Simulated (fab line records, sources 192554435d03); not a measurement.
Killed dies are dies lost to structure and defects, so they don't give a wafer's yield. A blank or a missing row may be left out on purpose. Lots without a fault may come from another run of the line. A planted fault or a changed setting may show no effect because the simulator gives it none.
Split-lot experiment | flow n5_finfet | 7 lots, 21 wafers read, on a route of 1938 steps

THE SPLIT
At N5_BEOL_M0_SAQP_PECVD_04 (deposits a-Si from SiH4/He, target thk 60 nm, time 60.2 s), the setting time_s was moved away from the recipe's 60.2 s on 5 of the 21 wafers read, by -6.7% to -4.7%. The other wafers ran this setting at the recipe's value.

FROM THE SPLIT TO THE READING: what the file shows between them, 7 steps
- N5_BEOL_M0_SAQP_THK_MEAS_05
- N5_BEOL_M0_SAQP_HM_DEP_111: deposits SiO2 from SiH4/N2O, target thk 12 nm, time 7.2 s
- N5_BEOL_M0_SAQP_COAT_81: time 60 s, resist thk 100 nm
- N5_BEOL_M0_SAQP_ETCH_84: etches SOC in N2/H2, target depth 100 nm, overetch 20 nm, time 150 s
- N5_BEOL_M0_SAQP_STRIP_80: strips in N2/H2
- N5_BEOL_M0_SAQP_HM_OPEN_112: chemistry CHF3/O2, target SiO2, stops on a-Si, target depth 12 nm, time 13.5 s
- N5_BEOL_M0_SAQP_STRIP_113: strips in CHF3/O2

THE READING
etch.depth_nm (the simulator's own value, which no gauge read), in nm, at N5_BEOL_M0_SAQP_MANDREL_ETCH_20 (etches a-Si in HBr/Cl2, stops on SiNx, target depth 60 nm, bt time 10 s, time 30 s). The file gives no usual value for it. The 16 wafers here that ran the recipe average 60.21 nm, standard deviation 0.53 nm.

wafer  | tool, chamber at the split | time_s as run, s | against the recipe | etch.depth_nm, nm | against lot-mates on the recipe
L076.1 | pecvd-03, 0                | 57.27            | -4.9%              | 56.23             | -3.37
L076.4 | pecvd-03, 1                | 60.2             | recipe             | 59.6              | -
L076.5 | pecvd-03, 0                | 57.27            | -4.9%              | 57.57             | -2.03
L078.2 | pecvd-04, 2                | 60.2             | recipe             | 60.56             | -
L078.5 | pecvd-04, 0                | 60.2             | recipe             | 61.11             | -
L078.6 | pecvd-04, 1                | 60.2             | recipe             | 59.77             | -
L079.2 | pecvd-04, 1                | 57.35            | -4.7%              | 55.82             | -3.67
L079.3 | pecvd-04, 2                | 60.2             | recipe             | 59.49             | -
L079.5 | pecvd-04, 1                | 57.35            | -4.7%              | 56.79             | -2.70
L082.2 | pecvd-04, 0,1              | 60.2             | recipe             | 59.85             | -
L082.4 | pecvd-04, 2                | 60.2             | recipe             | 60.86             | -
L082.6 | pecvd-04, 0,1              | 60.2             | recipe             | 59.81             | -
L086.1 | pecvd-04, 2                | 60.2             | recipe             | 59.89             | -
L086.5 | pecvd-04, 0                | 60.2             | recipe             | 60.72             | -
L086.6 | pecvd-04, 2                | 60.2             | recipe             | 59.98             | -
L089.4 | pecvd-04, 2                | 60.2             | recipe             | 59.57             | -
L089.5 | pecvd-04, 1                | 56.19            | -6.7%              | 55.83             | -4.32
L089.6 | pecvd-04, 0                | 60.2             | recipe             | 60.73             | -
L094.2 | pecvd-04, 1                | 60.2             | recipe             | 60.13             | -
L094.3 | pecvd-04, 0                | 60.2             | recipe             | 60.97             | -
L094.4 | pecvd-04, 1                | 60.2             | recipe             | 60.31             | -
Where a row lists several chambers, the file gives one row for several wafers and doesn't say which wafer went through which chamber.

THE FIT
A straight line over all 21 wafers: etch.depth_nm changes by +0.718 nm for each +1% of time_s; r = +0.94; the points scatter about the line by 0.59 nm.
The same after taking each lot's own level away (the mean of its wafers on the recipe; 21 wafers): +0.625 nm for each +1%; r = +0.95; scatter 0.5 nm.
On that fit, the largest move of time_s shifts the reading by 4.2 nm.
The lots' own levels span 59.490 to 60.480 nm, that is 1.9 times the standard deviation above.
So the lot-to-lot level changes the slope: the two fits differ.
Check: with one of the wafers moved furthest among these (-6.7%) left out of the fit, the line predicts -4.08 nm for it against its lot-mates. It came out at -4.32 nm against them.

OTHER SPLITS ON THESE WAFERS
These wafers also went through other splits before the reading. Each is held against what the fit with the lots' levels taken away leaves over:
other split on the same wafers       | wafers away from the commonest value | r with etch.depth_nm (lot level and that fit taken away)
N5_MOL_CONTACT_COAG_COAT_77 spin_rpm | 3                                    | +0.19
N5_BEOL_M0_SAQP_ILD_DEP_01 time_s    | 6                                    | +0.18

THE WHOLE CHAIN: every reading that the file lists as answering this split, in the file's order
step                            | what it does                                                                       | reading                                                                               | change (the file's fit)               | r (the file's)
N5_BEOL_M0_SAQP_PECVD_04        | deposits a-Si from SiH4/He, target thk 60 nm, time 60.2 s                          | a-Si_of_BEOL_M0_SAQP_PECVD_04.thk_nm (the simulator's own value, which no gauge read) | +0.637 nm for each +1% of the setting | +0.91
N5_BEOL_M0_SAQP_THK_MEAS_05     |                                                                                    | thk_nm                                                                                | withheld for each +1% of the setting  | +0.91
N5_BEOL_M0_SAQP_HM_OPEN_112     | chemistry CHF3/O2, target SiO2, stops on a-Si, target depth 12 nm, time 13.5 s     | a-Si_of_BEOL_M0_SAQP_PECVD_04.thk_nm (the simulator's own value, which no gauge read) | +0.631 nm for each +1% of the setting | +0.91
N5_BEOL_M0_SAQP_MANDREL_ETCH_20 | etches a-Si in HBr/Cl2, stops on SiNx, target depth 60 nm, bt time 10 s, time 30 s | etch.depth_nm (the simulator's own value, which no gauge read)                        | +0.63 nm for each +1% of the setting  | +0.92

THE FILE'S OWN FIT
etch.depth_nm changes by +0.63 nm for each +1% of time_s, r = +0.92.
